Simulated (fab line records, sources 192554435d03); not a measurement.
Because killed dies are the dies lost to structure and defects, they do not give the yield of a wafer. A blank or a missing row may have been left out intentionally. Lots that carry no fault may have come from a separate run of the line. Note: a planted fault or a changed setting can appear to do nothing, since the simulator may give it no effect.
fab line records | flow n5-finfet
[record] lots = 6 | wafers = 18 | last-day = 19
route steps=1938 shown BEOL_M15@1788
lots that met no fault: from a run of the same line without faults
start-h: start of the lot's first displayed wafer, in hours after the record's first day | wait-h: hours since the lot's step before | " repeats the value in the row above | L1.1+2: several wafers, shown together as one row | - value missing, or start not given | * or withheld: withheld | < > ~ a bound
route shown NAME@n: a module of which the file shows steps, and the number in the route of the first | usual: the fault-free wafers' mean and standard deviation | same: alike in all rows | chamber/n: place in a boat | sites: per-site readings | _std_site: standard deviation of those values | _edge_site: mean of outer sites minus mean of inner sites | radius-mm: for every site, how far away it sits from the centre of the wafer | mask NAME#n: copy n | behind: tool/chamber where the wafer was last shaped | hold: why the lot was held/for how many hours/how that ended | device: names the non-switching transistor (n, p or np) | end of line: the route-end tests of the same wafers | a step without rows: its recipe alone | killed: dies lost to structure and defects at the first sort, not the wafer's yield | map: a wafer's dies, marking killed ones x, the rest . and places with no die _
set.NAME: the setting the step ran with; set.NAME@STEP: the setting that earlier step ran with | model.NAME: the simulator's own value behind a step, which no gauge read
a table for each step, a row for each wafer; lots at some steps of the route
services: a tool's chamber out of use, with start hour (start-h, from the record's first day; less than 0 if before it), hours out, and reason
[[steps]]
[step N5_BEOL_M15_VIA_ETCH_16]
[recipe] chemistry = C4F8/O2/Ar | target = SiO2 | he-inner-torr = 15 | he-outer-torr = 30 | target-depth-a = 17922 | time-s = withheld | ion-energy-ev = 800 | pressure-mtorr = 20 | source-w = 1905 | bias-w = 2040 | Ar_flow_sccm = 400 | C4F8_flow_sccm = 16 | O2_flow_sccm = 12 | ends = cleared
[usual] bias-w = 2040/6.3 | drypump-motor-current-A = 5.78/0.27 | oes-product-au = 0.71/0.074 | rf-fwd-power-W = 1903/5.7 | rf-vpp-V = 2202/38 | showerhead-plenum-p-Torr = 3.43/0.13 | throttle-valve-pct = 30.83/0.27
lot.wafer | tool        | chamber | start-h | wait-h | bias-w | drypump-motor-current-A | oes-product-au | rf-fwd-power-W | rf-vpp-V | showerhead-plenum-p-Torr | throttle-valve-pct
L194.1    | rie-diel-01 | 0       | 314.14  | 0.0    | 2031   | 5.67                    | 0.70           | 1892           | 2206     | 3.35                     | 30.40
L194.4    | "           | 1       | "       | "      | 2044   | 6.11                    | 0.72           | 1915           | 2264     | 3.49                     | 31.08
L194.5    | "           | 2       | "       | "      | 2038   | 5.67                    | 0.61           | 1912           | 2200     | 3.52                     | 31.14
L193.3    | rie-diel-05 | 0       | 316.03  | 0.0    | 2042   | 5.82                    | 0.63           | 1903           | 2183     | 3.38                     | 30.70
L193.4    | "           | 3       | "       | "      | 2034   | 5.75                    | 0.72           | 1903           | 2227     | 3.32                     | 30.54
L193.6    | "           | 0       | "       | "      | 2042   | 5.76                    | 0.63           | 1896           | 2183     | 3.38                     | 30.71
L202.3    | rie-diel-05 | 2       | 359.91  | 0.0    | 2056   | 5.64                    | 0.82           | 1903           | 2166     | 3.36                     | 30.89
L202.5    | "           | 1       | "       | "      | 2053   | 5.14                    | 0.62           | 1889           | 2230     | 3.25                     | 31.07
L202.6    | "           | 2       | "       | "      | 2048   | 5.66                    | 0.82           | 1900           | 2167     | 3.36                     | 30.89
L209.2    | rie-diel-06 | 1       | 398.82  | 0.0    | 2047   | 6.28                    | 0.86           | 1903           | 2179     | 3.65                     | 30.31
L209.4    | "           | 0       | "       | "      | 2037   | 5.91                    | 0.63           | 1898           | 2251     | 3.56                     | 31.26
L209.6    | "           | 3       | "       | "      | 2049   | 5.39                    | 0.69           | 1901           | 2235     | 3.60                     | 31.05
L211.2    | rie-diel-01 | 0       | 419.00  | 0.0    | 2055   | 5.68                    | 0.68           | 1901           | 2202     | 3.33                     | 30.45
L211.3    | "           | 1       | "       | "      | 2030   | 6.15                    | 0.69           | 1903           | 2263     | 3.47                     | 31.10
L211.4    | "           | 3       | "       | "      | 2039   | 5.87                    | 0.74           | 1904           | 2154     | 3.49                     | 30.68
L212.1    | rie-diel-06 | 3       | 434.69  | 0.0    | 2039   | 5.41                    | 0.68           | 1909           | 2234     | 3.60                     | 31.06
L212.2    | "           | 1       | "       | "      | 2037   | 6.24                    | 0.83           | 1896           | 2178     | 3.64                     | 30.31
L212.4    | "           | 2       | "       | "      | 2036   | 6.01                    | 0.62           | 1904           | 2148     | 3.26                     | 30.90
[step N5_BEOL_M15_STRIP_63]
[recipe] chemistry = O2 | power-w = 600 | temp-c = 60 | pressure-mtorr = 30 | rf-frequency-hz = 6e+07 | bias-power-w = 0 | overash-fraction = 0.3 | o2-flow-sccm = 225
[usual] drypump-motor-current-A = 5.78/0.27 | oes-product-au = 0.78/0.082 | rf-vpp-V = 3.6/0.83 | showerhead-plenum-p-Torr = 2.08/0.064 | throttle-valve-pct = 16.59/0.29
lot.wafer | tool        | chamber | start-h | wait-h | drypump-motor-current-A | oes-product-au | rf-hours-counter-h | rf-vpp-V | showerhead-plenum-p-Torr | throttle-valve-pct
L194.1    | rie-diel-01 | 0       | -       | -      | 5.70                    | 0.79           | 110                | 2.5      | 2.04                     | 16.35
L194.4    | "           | 1       | "       | "      | 6.15                    | 0.80           | 102                | 3.2      | 2.09                     | 16.59
L194.5    | "           | 2       | "       | "      | 5.65                    | 0.68           | -                  | 3.9      | 2.14                     | 16.95
L193.3    | rie-diel-05 | 0       | -       | -      | 5.79                    | 0.70           | 223                | 3.7      | 2.07                     | 16.87
L193.4    | "           | 3       | "       | "      | 5.75                    | 0.80           | 125                | 4.6      | 2.01                     | 16.32
L193.6    | "           | 0       | "       | "      | 5.80                    | 0.71           | -                  | 3.5      | 2.07                     | 16.88
L202.3    | rie-diel-05 | 2       | -       | -      | 5.63                    | 0.94           | 22                 | 4.0      | 2.08                     | 16.81
L202.5    | "           | 1       | "       | "      | 5.20                    | 0.67           | -                  | 4.0      | 1.99                     | 17.11
L202.6    | "           | 2       | "       | "      | 5.64                    | 0.93           | -                  | 4.0      | 2.08                     | 16.78
L209.2    | rie-diel-06 | 1       | -       | -      | 6.26                    | 0.94           | 13                 | 4.5      | 2.22                     | 16.04
L209.4    | "           | 0       | "       | "      | 5.89                    | 0.69           | 211                | 2.4      | 2.14                     | 16.69
L209.6    | "           | 3       | "       | "      | 5.41                    | 0.77           | -                  | 3.8      | 2.16                     | 16.60
L211.2    | rie-diel-01 | 0       | -       | -      | 5.65                    | 0.74           | 141                | 5.9      | 2.03                     | 16.43
L211.3    | "           | 1       | "       | "      | 6.13                    | 0.75           | 135                | 5.8      | 2.08                     | 16.61
L211.4    | "           | 3       | "       | "      | 5.86                    | 0.80           | 78                 | 3.4      | 2.09                     | 16.23
L212.1    | rie-diel-06 | 3       | -       | -      | 5.42                    | 0.76           | 123                | 4.4      | 2.16                     | 16.63
L212.2    | "           | 1       | "       | "      | 6.25                    | 0.91           | 24                 | 3.1      | 2.22                     | 16.02
L212.4    | "           | 2       | "       | "      | 6.02                    | 0.72           | 196                | 3.2      | 2.02                     | 16.97
[step N5_BEOL_M15_STRIP_64]
[recipe] chemistry = O2 | power-w = 600 | temp-c = 60 | pressure-mtorr = 30 | rf-frequency-hz = 6e+07 | bias-power-w = 0 | overash-fraction = 0.3 | o2-flow-sccm = 225
[usual] drypump-motor-current-A = 5.78/0.27 | oes-product-au = 0.78/0.082 | rf-vpp-V = 3.6/0.47 | showerhead-plenum-p-Torr = 2.08/0.064 | throttle-valve-pct = 16.59/0.29
lot.wafer | tool        | chamber | start-h | wait-h | drypump-motor-current-A | oes-product-au | rf-hours-counter-h | rf-vpp-V | showerhead-plenum-p-Torr | throttle-valve-pct
L194.1    | rie-diel-01 | 0       | -       | -      | 5.66                    | 0.77           | 110                | 4.0      | 2.04                     | 16.37
L194.4    | "           | 1       | "       | "      | 6.13                    | 0.80           | 102                | 2.7      | 2.09                     | 16.58
L194.5    | "           | 2       | "       | "      | 5.67                    | 0.68           | -                  | 3.8      | 2.14                     | 16.97
L193.3    | rie-diel-05 | 0       | -       | -      | 5.81                    | 0.71           | 223                | 3.6      | 2.07                     | 16.89
L193.4    | "           | 3       | "       | "      | 5.77                    | 0.79           | 125                | 4.5      | 2.01                     | 16.29
L193.6    | "           | 0       | "       | "      | 5.80                    | 0.71           | -                  | 3.5      | 2.07                     | 16.87
L202.3    | rie-diel-05 | 2       | -       | -      | 5.67                    | 0.94           | 23                 | 2.9      | 2.08                     | 16.82
L202.5    | "           | 1       | "       | "      | 5.17                    | 0.68           | -                  | 3.4      | 1.99                     | 17.10
L202.6    | "           | 2       | "       | "      | 5.66                    | 0.94           | -                  | 3.6      | 2.08                     | 16.81
L209.2    | rie-diel-06 | 1       | -       | -      | 6.27                    | 0.94           | 13                 | 4.1      | 2.22                     | 16.03
L209.4    | "           | 0       | "       | "      | 5.88                    | 0.69           | 211                | 4.2      | 2.14                     | 16.70
L209.6    | "           | 3       | "       | "      | 5.43                    | 0.77           | -                  | 2.9      | 2.16                     | 16.62
L211.2    | rie-diel-01 | 0       | -       | -      | 5.67                    | 0.75           | 141                | 3.6      | 2.03                     | 16.44
L211.3    | "           | 1       | "       | "      | 6.10                    | 0.75           | 135                | 3.2      | 2.08                     | 16.65
L211.4    | "           | 3       | "       | "      | 5.86                    | 0.79           | 78                 | 4.5      | 2.09                     | 16.22
L212.1    | rie-diel-06 | 3       | -       | -      | 5.42                    | 0.76           | 123                | 3.5      | 2.16                     | 16.65
L212.2    | "           | 1       | "       | "      | 6.25                    | 0.91           | 24                 | 3.9      | 2.22                     | 16.05
L212.4    | "           | 2       | "       | "      | 6.02                    | 0.71           | 196                | 4.1      | 2.02                     | 16.98
[step N5_BEOL_M15_STRIP_65]
[recipe] chemistry = post-etch-residue-remover | time-s = 60 | temp-c = 25 | remover-ph = withheld | remover-water-wt-pct = withheld | remover-fluoride-wt-pct = withheld
[step N5_BEOL_M15_SRD_66]
[recipe] time-s = 30 | temp-c = 23 | rinse-liquid = diw | dry = n2-spin | spin-rpm = 1500 | dry-time-s = 30
[step N5_BEOL_M15_CD_MEAS_17]
[recipe] target-cd-nm = 360 | polarity = opening
[usual] cd-nm = 361/3.1
lot.wafer | tool      | chamber | start-h | wait-h | cd-nm
L194.1    | cd-sem-03 | -       | 314.59  | 0.0    | 361
L194.4    | "         | -       | "       | "      | 355
L194.5    | "         | -       | "       | "      | 358
L193.3    | cd-sem-02 | -       | 316.45  | 0.0    | 369
L193.4    | "         | -       | "       | "      | 368
L193.6    | "         | -       | "       | "      | 370
L202.3    | cd-sem-01 | -       | 360.33  | 0.0    | 357
L202.5    | "         | -       | "       | "      | 357
L202.6    | "         | -       | "       | "      | 358
L209.2    | cd-sem-02 | -       | 399.23  | 0.0    | 367
L209.4    | "         | -       | "       | "      | 365
L209.6    | "         | -       | "       | "      | 365
L211.2    | cd-sem-01 | -       | 419.42  | 0.0    | 361
L211.3    | "         | -       | "       | "      | 360
L211.4    | "         | -       | "       | "      | 363
L212.1    | cd-sem-03 | -       | 435.10  | 0.0    | 358
L212.2    | "         | -       | "       | "      | 363
L212.4    | "         | -       | "       | "      | 363
[step N5_BEOL_M15_COAT_56]
[recipe] resist = SOC | temp-c = 250 | time-s = 60 | spin-rpm = 1500 | resist-thk-nm = 550
[step N5_BEOL_M15_ETCH_57]
[recipe] chemistry = N2/H2 | target = SOC | source-w = 3000 | bias-w = 350 | time-s = 750 | ion-energy-ev = 200 | pressure-mtorr = 30 | n2-flow-sccm = 200 | h2-flow-sccm = 200
[usual] bias-w = 349.9/1.1 | drypump-motor-current-A = 5.78/0.24 | oes-product-au = 0.80/0.081 | rf-fwd-power-W = 2997/8.1 | rf-vpp-V = 523.8/2.6 | showerhead-plenum-p-Torr = 2.54/0.084 | throttle-valve-pct = 17.71/0.27
lot.wafer | tool        | chamber | start-h | wait-h | bias-w | drypump-motor-current-A | oes-product-au | rf-fwd-power-W | rf-hours-counter-h | rf-vpp-V | showerhead-plenum-p-Torr | throttle-valve-pct
L194.1    | rie-diel-01 | 1       | 314.70  | -      | 350.1  | 6.13                    | 0.79           | 2993           | 103                | 525.6    | 2.58                     | 17.91
L194.4    | "           | 0       | "       | "      | 348.7  | 5.71                    | 0.77           | 2992           | 110                | 521.5    | 2.45                     | 17.35
L194.5    | "           | 0       | "       | "      | 350.5  | 5.68                    | 0.77           | 2992           | -                  | 520.1    | 2.45                     | 17.36
L193.3    | rie-diel-06 | 2       | 316.77  | -      | 350.7  | 6.01                    | 0.73           | 2990           | 157                | 520.2    | 2.46                     | 18.16
L193.4    | "           | 1       | "       | "      | 349.8  | 6.29                    | 0.70           | 2985           | 243                | 520.2    | 2.41                     | 17.66
L193.6    | "           | 0       | "       | "      | 349.2  | 5.89                    | 0.71           | 3000           | -                  | 527.8    | 2.62                     | 17.92
L202.3    | rie-diel-01 | 2       | 360.79  | -      | 349.8  | 5.69                    | 0.95           | 3000           | -                  | 525.1    | 2.62                     | 17.76
L202.5    | "           | 3       | "       | "      | 350.7  | 5.86                    | 0.83           | 3003           | -                  | 524.2    | 2.55                     | 17.25
L202.6    | "           | 2       | "       | "      | 349.6  | 5.67                    | 0.94           | 2998           | -                  | 528.0    | 2.62                     | 17.77
L209.2    | rie-diel-05 | 3       | 399.33  | -      | 349.1  | 5.76                    | 0.77           | 3005           | 150                | 520.6    | 2.45                     | 17.53
L209.4    | "           | 2       | "       | "      | 348.5  | 5.64                    | 0.90           | 2999           | 34                 | 522.5    | 2.48                     | 17.76
L209.6    | "           | 0       | "       | "      | 349.3  | 5.77                    | 0.69           | 3004           | -                  | 522.4    | 2.49                     | 17.88
L211.2    | rie-diel-05 | 3       | 419.72  | -      | 349.5  | 5.77                    | 0.76           | 2993           | 159                | 520.8    | 2.44                     | 17.56
L211.3    | "           | 2       | "       | "      | 350.5  | 5.66                    | 0.89           | 3003           | 43                 | 521.8    | 2.48                     | 17.76
L211.4    | "           | 1       | "       | "      | 348.4  | 5.21                    | 0.66           | 3008           | -                  | 519.9    | 2.38                     | 17.99
L212.1    | rie-diel-05 | 0       | 435.35  | -      | 350.6  | 5.79                    | 0.96           | 3007           | 4                  | 522.2    | 2.49                     | 17.55
L212.2    | "           | 3       | "       | "      | 349.1  | 5.77                    | 0.75           | 2985           | 165                | 520.7    | 2.44                     | 17.55
L212.4    | "           | 2       | "       | "      | 351.1  | 5.68                    | 0.88           | 2987           | -                  | 521.7    | 2.48                     | 17.77
[step N5_BEOL_M15_COAT_60]
[recipe] resist = BARC | temp-c = 205 | time-s = 60 | spin-rpm = 1500 | resist-thk-nm = 89
[step N5_BEOL_M15_COAT_22]
[recipe] spin-rpm = 1704 | resist-thk-nm = 800
[step N5_BEOL_M15_EBR_24]
[recipe] solvent = PGMEA | ebr-width-mm = 1.5
[step N5_BEOL_M15_SOFTBAKE_23]
[recipe] temp-c = 130 | time-s = 60
[step N5_BEOL_M15_EXPOSE_25]
[recipe] mask-id = M15 | na = 0.8 | source-shape = annular | sigma-inner = 0.5 | sigma-outer = 0.8 | polarization = unpolarized | target-cd-nm = 400 | dose-mj = 35.5
[usual] exposure-dose-mJ-cm2 = 35.48/0.039 | focus-offset-nm = -0.1/0.51 | stage-vel-mm-s = 499.96/0.27
lot.wafer | tool           | chamber | start-h | wait-h | mask  | exposure-dose-mJ-cm2 | focus-offset-nm | stage-vel-mm-s
L194.1    | krf-scanner-01 | -       | 315.30  | -      | M15#0 | -                    | -               | -
L194.4    | "              | -       | "       | "      | M15#0 | -                    | -               | -
L194.5    | "              | -       | "       | "      | M15#0 | -                    | -               | -
L193.3    | krf-scanner-01 | -       | 317.38  | -      | M15#0 | -                    | -               | -
L193.4    | "              | -       | "       | "      | M15#0 | -                    | -               | -
L193.6    | "              | -       | "       | "      | M15#0 | -                    | -               | -
L202.3    | krf-scanner-01 | 0       | 361.53  | -      | M15#0 | 35.52                | -0.3            | 500.45
L202.5    | "              | 0       | "       | "      | M15#0 | 35.55                | -0.1            | 499.34
L202.6    | "              | 0       | "       | "      | M15#0 | 35.50                | -0.5            | 500.39
L209.2    | krf-scanner-01 | 0       | 399.94  | -      | M15#0 | 35.57                | -0.2            | 499.81
L209.4    | "              | 0       | "       | "      | M15#0 | 35.50                | 0.5             | 500.11
L209.6    | "              | 0       | "       | "      | M15#0 | 35.52                | -1.6            | 499.93
L211.2    | krf-scanner-01 | 0       | 420.45  | -      | M15#0 | 35.50                | -0.3            | 500.10
L211.3    | "              | 0       | "       | "      | M15#0 | 35.47                | -0.7            | 500.25
L211.4    | "              | 0       | "       | "      | M15#0 | 35.46                | 0.2             | 500.06
L212.1    | krf-scanner-01 | 0       | 435.95  | -      | M15#0 | 35.50                | -0.6            | 500.00
L212.2    | "              | 0       | "       | "      | M15#0 | 35.49                | 0.4             | 499.96
L212.4    | "              | 0       | "       | "      | M15#0 | 35.51                | -0.3            | 499.58
[step N5_BEOL_M15_PEB_26]
[recipe] peb-temp-c = 130 | peb-time-s = 90
[[services]]
tool           | chamber | start-h | hours | kind
rie-diel-05    | 2       | 290.80  | 7.5   | repair
rie-diel-01    | 2       | 321.42  | -     | clean
rie-diel-01    | 2       | 321.42  | -     | consumable-replace:focus-ring
rie-diel-01    | 2       | 321.42  | 26.0  | scheduled-down
rie-diel-01    | 2       | 321.42  | 26.0  | vent-cycle
krf-scanner-01 | -       | 332.13  | 1.3   | pm
rie-diel-06    | 1       | 338.94  | -     | clean
rie-diel-06    | 1       | 338.94  | -     | consumable-replace:focus-ring
rie-diel-06    | 1       | 338.94  | -     | consumable-replace:showerhead
rie-diel-06    | 1       | 338.94  | 19.4  | scheduled-down
rie-diel-06    | 1       | 338.94  | 19.4  | vent-cycle
krf-scanner-01 | -       | 344.23  | 4.4   | pm
rie-diel-05    | 2       | 344.91  | 8.1   | repair
rie-diel-01    | 1       | 352.91  | 9.1   | repair
rie-diel-01    | 0       | 360.33  | 9.2   | repair
krf-scanner-01 | -       | 379.55  | 0.8   | pm
krf-scanner-01 | -       | 392.57  | 1.0   | pm
rie-diel-05    | 0       | 405.95  | -     | clean
rie-diel-05    | 0       | 405.95  | -     | consumable-replace:focus-ring
rie-diel-05    | 0       | 405.95  | 18.7  | scheduled-down
rie-diel-05    | 0       | 405.95  | 18.7  | vent-cycle
rie-diel-05    | 1       | 432.05  | -     | clean
rie-diel-05    | 1       | 432.05  | -     | consumable-replace:focus-ring
rie-diel-05    | 1       | 432.05  | -     | consumable-replace:showerhead
[[key]]
[first-sign] step = N5_BEOL_M15_EXPOSE_25 | reading = tool-record | direction = missing
effect none on later readings
met-at N5_BEOL_M15_EXPOSE_25
struck-wafers L193.3,L193.4,L193.6,L194.1,L194.4,L194.5
later-rows-left-out L193.3,L193.4,L193.6,L194.1,L194.4,L194.5
sort-left-out L193.3,L193.4,L193.6,L194.1,L194.4,L194.5
[fault] kind = skipped-step-whole | tool = krf-scanner-01 | chamber = - | onset-h = 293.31 | steps = N5_BEOL_M15_EXPOSE_25 | scope = struck-lots-only
// sort-left-out: the simulated sort isn't trusted on such a fault, so these wafers' sort isn't shown, and their yield isn't known
// later-rows-left-out: the simulator's readings of these wafers behind a module that went badly wrong aren't trusted and aren't shown, but for the sort
